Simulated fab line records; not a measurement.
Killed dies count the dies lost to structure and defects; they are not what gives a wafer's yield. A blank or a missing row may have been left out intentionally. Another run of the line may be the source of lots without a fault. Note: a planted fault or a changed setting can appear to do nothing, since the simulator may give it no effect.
The tool behind it: which one? || flow n5 finfet || Sampling: 24 lots, 72 wafers, 2 of 1938 route steps

== WHAT THE GAUGES SHOWED, per wafer ==
N5_BEOL_M1_THK_MEAS_53: measures by xrf.
{"lot": "L074", "measured": "day 6 15:02", "on": "film metro-01", "M1_THK (nm)": "40.1 38.3 42.4"}
{"lot": "L075", "measured": "day 6 15:31", "on": "film metro-01", "M1_THK (nm)": "38.8 37.9 39.0"}
{"lot": "L076", "measured": "day 7 02:16", "on": "film metro-01", "M1_THK (nm)": "39.7 40.9 39.5"}
{"lot": "L077", "measured": "day 7 05:06", "on": "film metro-02", "M1_THK (nm)": "41.5 43.0 44.2"}
{"lot": "L078", "measured": "day 7 16:55", "on": "film metro-01", "M1_THK (nm)": "38.9 40.4 41.9"}
{"lot": "L079", "measured": "day 7 21:55", "on": "film metro-02", "M1_THK (nm)": "41.5 39.4 41.1"}
{"lot": "L080", "measured": "day 8 00:38", "on": "film metro-02", "M1_THK (nm)": "38.2 40.6 40.9"}
{"lot": "L081", "measured": "day 8 07:31", "on": "film metro-02", "M1_THK (nm)": "37.3 40.4 42.5"}
{"lot": "L082", "measured": "day 8 19:20", "on": "film metro-02", "M1_THK (nm)": "40.2 40.7 42.9"}
{"lot": "L083", "measured": "day 8 21:36", "on": "film metro-02", "M1_THK (nm)": "38.2 40.6 37.4"}
{"lot": "L084", "measured": "day 9 04:53", "on": "film metro-01", "M1_THK (nm)": "41.2 39.0 41.9"}
{"lot": "L085", "measured": "day 9 12:54", "on": "film metro-01", "M1_THK (nm)": "42.9 40.8 42.1"}
{"lot": "L086", "measured": "day 9 19:35", "on": "film metro-01", "M1_THK (nm)": "42.2 41.3 41.6"}
{"lot": "L087", "measured": "day 10 02:51", "on": "film metro-01", "M1_THK (nm)": "40.3 44.0 42.8"}
{"lot": "L088", "measured": "day 10 06:02", "on": "film metro-02", "M1_THK (nm)": "36.4 37.7 37.0"}
{"lot": "L089", "measured": "day 10 09:41", "on": "film metro-01", "M1_THK (nm)": "39.5 40.8 42.3"}
{"lot": "L090", "measured": "day 10 18:59", "on": "film metro-02", "M1_THK (nm)": "38.7 39.9 39.6"}
{"lot": "L091", "measured": "day 10 20:04", "on": "film metro-01", "M1_THK (nm)": "42.1 42.4 42.5"}
{"lot": "L092", "measured": "day 11 07:31", "on": "film metro-02", "M1_THK (nm)": "38.3 36.6 40.1"}
{"lot": "L093", "measured": "day 11 08:36", "on": "film metro-01", "M1_THK (nm)": "38.7 39.8 39.3"}
{"lot": "L094", "measured": "day 11 13:53", "on": "film metro-01", "M1_THK (nm)": "38.9 39.6 40.5"}
{"lot": "L095", "measured": "day 12 09:10", "on": "film metro-01", "M1_THK (nm)": "38.8 39.5 41.4"}
{"lot": "L096", "measured": "day 12 11:20", "on": "film metro-02", "M1_THK (nm)": "40.2 40.5 39.7"}
{"lot": "L097", "measured": "day 12 15:01", "on": "film metro-02", "M1_THK (nm)": "39.9 39.6 39.7"}

== EACH LOT AND THE TOOL THAT RAN IT (in order: tool; ch and the chambers of the sampled wafers; start) ==
{"lot": "L074", "N5_BEOL_M1_ANNEAL_91": "pvd sputter-01, day 6 13:40"}
{"lot": "L075", "N5_BEOL_M1_ANNEAL_91": "pvd sputter-03, day 6 14:09"}
{"lot": "L076", "N5_BEOL_M1_ANNEAL_91": "pvd sputter-02, day 7 00:54"}
{"lot": "L077", "N5_BEOL_M1_ANNEAL_91": "pvd sputter-03, day 7 03:39"}
{"lot": "L078", "N5_BEOL_M1_ANNEAL_91": "pvd sputter-02, day 7 15:33"}
{"lot": "L079", "N5_BEOL_M1_ANNEAL_91": "pvd sputter-02, day 7 20:33"}
{"lot": "L080", "N5_BEOL_M1_ANNEAL_91": "pvd sputter-02, day 7 22:59"}
{"lot": "L081", "N5_BEOL_M1_ANNEAL_91": "pvd sputter-03, day 8 04:37"}
{"lot": "L082", "N5_BEOL_M1_ANNEAL_91": "pvd sputter-02, day 8 17:34"}
{"lot": "L083", "N5_BEOL_M1_ANNEAL_91": "pvd sputter-01, day 8 19:37"}
{"lot": "L084", "N5_BEOL_M1_ANNEAL_91": "pvd sputter-01, day 9 02:57"}
{"lot": "L085", "N5_BEOL_M1_ANNEAL_91": "pvd sputter-02, day 9 10:54"}
{"lot": "L086", "N5_BEOL_M1_ANNEAL_91": "pvd sputter-03, day 9 14:52"}
{"lot": "L087", "N5_BEOL_M1_ANNEAL_91": "pvd sputter-03, day 9 23:11"}
{"lot": "L088", "N5_BEOL_M1_ANNEAL_91": "pvd sputter-03, day 10 01:37"}
{"lot": "L089", "N5_BEOL_M1_ANNEAL_91": "pvd sputter-03, day 10 07:11"}
{"lot": "L090", "N5_BEOL_M1_ANNEAL_91": "pvd sputter-02, day 10 14:19"}
{"lot": "L091", "N5_BEOL_M1_ANNEAL_91": "pvd sputter-03, day 10 15:25"}
{"lot": "L092", "N5_BEOL_M1_ANNEAL_91": "pvd sputter-03, day 11 06:08"}
{"lot": "L093", "N5_BEOL_M1_ANNEAL_91": "pvd sputter-01, day 11 07:14"}
{"lot": "L094", "N5_BEOL_M1_ANNEAL_91": "pvd sputter-03, day 11 12:30"}
{"lot": "L095", "N5_BEOL_M1_ANNEAL_91": "pvd sputter-02, day 12 07:48"}
{"lot": "L096", "N5_BEOL_M1_ANNEAL_91": "pvd sputter-02, day 12 09:58"}
{"lot": "L097", "N5_BEOL_M1_ANNEAL_91": "pvd sputter-03, day 12 13:38"}
- N5_BEOL_M1_ANNEAL_91: time 240 s.

== AS READ BY THE TOOLS THEMSELVES (means over the sampled wafers that have a number; for cases with no such wafer, the mark the record gives instead) ==
N5_BEOL_M1_ANNEAL_91.
{"lot": "L074", "tool": "pvd sputter-01", "heater power w (W)": 823, "susceptor_temp_C_max": 400.9}
{"lot": "L075", "tool": "pvd sputter-03", "heater power w (W)": 886, "susceptor_temp_C_max": 400.8}
{"lot": "L076", "tool": "pvd sputter-02", "heater power w (W)": 737, "susceptor_temp_C_max": 401.2}
{"lot": "L077", "tool": "pvd sputter-03", "heater power w (W)": 901, "susceptor_temp_C_max": 400.9}
{"lot": "L078", "tool": "pvd sputter-02", "heater power w (W)": 691, "susceptor_temp_C_max": 400.7}
{"lot": "L079", "tool": "pvd sputter-02", "heater power w (W)": 868, "susceptor_temp_C_max": 401.0}
{"lot": "L080", "tool": "pvd sputter-02", "heater power w (W)": 858, "susceptor_temp_C_max": 401.0}
{"lot": "L081", "tool": "pvd sputter-03", "heater power w (W)": 871, "susceptor_temp_C_max": 400.8}
{"lot": "L082", "tool": "pvd sputter-02", "heater power w (W)": 776, "susceptor_temp_C_max": 401.1}
{"lot": "L083", "tool": "pvd sputter-01", "heater power w (W)": 749, "susceptor_temp_C_max": 401.0}
{"lot": "L084", "tool": "pvd sputter-01", "heater power w (W)": 836, "susceptor_temp_C_max": 401.0}
{"lot": "L085", "tool": "pvd sputter-02", "heater power w (W)": 720, "susceptor_temp_C_max": 401.1}
{"lot": "L086", "tool": "pvd sputter-03", "heater power w (W)": 877, "susceptor_temp_C_max": 400.9}
{"lot": "L087", "tool": "pvd sputter-03", "heater power w (W)": 851, "susceptor_temp_C_max": 401.0}
{"lot": "L088", "tool": "pvd sputter-03", "heater power w (W)": 852, "susceptor_temp_C_max": 401.1}
{"lot": "L089", "tool": "pvd sputter-03", "heater power w (W)": 869, "susceptor_temp_C_max": 400.4}
{"lot": "L090", "tool": "pvd sputter-02", "heater power w (W)": 780, "susceptor_temp_C_max": 401.4}
{"lot": "L091", "tool": "pvd sputter-03", "heater power w (W)": 894, "susceptor_temp_C_max": 401.0}
{"lot": "L092", "tool": "pvd sputter-03", "heater power w (W)": 904, "susceptor_temp_C_max": 400.8}
{"lot": "L093", "tool": "pvd sputter-01", "heater power w (W)": 771, "susceptor_temp_C_max": 401.0}
{"lot": "L094", "tool": "pvd sputter-03", "heater power w (W)": 881, "susceptor_temp_C_max": 400.6}
{"lot": "L095", "tool": "pvd sputter-02", "heater power w (W)": 743, "susceptor_temp_C_max": 401.1}
{"lot": "L096", "tool": "pvd sputter-02", "heater power w (W)": 815, "susceptor_temp_C_max": 401.0}
{"lot": "L097", "tool": "pvd sputter-03", "heater power w (W)": 917, "susceptor_temp_C_max": 401.1}

== THE ANSWER, worked out from the rows above alone ==
Rule: the lots themselves supply what counts as usual. Put in order of their means at a reading, lots are off if they are a third of the lots or fewer, leave a main group of 4 or more, and stand apart from it by a gap of 3 or more times the standard deviation of the main group's means; of several such gaps the widest counts. A main group is skipped when, at the precision printed for the reading in the tables above, its means are all equal. Also off: a lot with no number at a reading for which 4 or more lots have one. All remaining lots with rows at the step are treated as sound. The gauges are gone through in route order, then the tools' own readings, and for those a lot's mean is taken as printed above. The first step at which some lot is off is used, and at that step the reading that is off furthest; a lot without a number counts as furthest.
No lot is off on any of the readings shown, so nothing can be concluded from this.

== WHAT THE SIMULATOR HAD PUT IN ==
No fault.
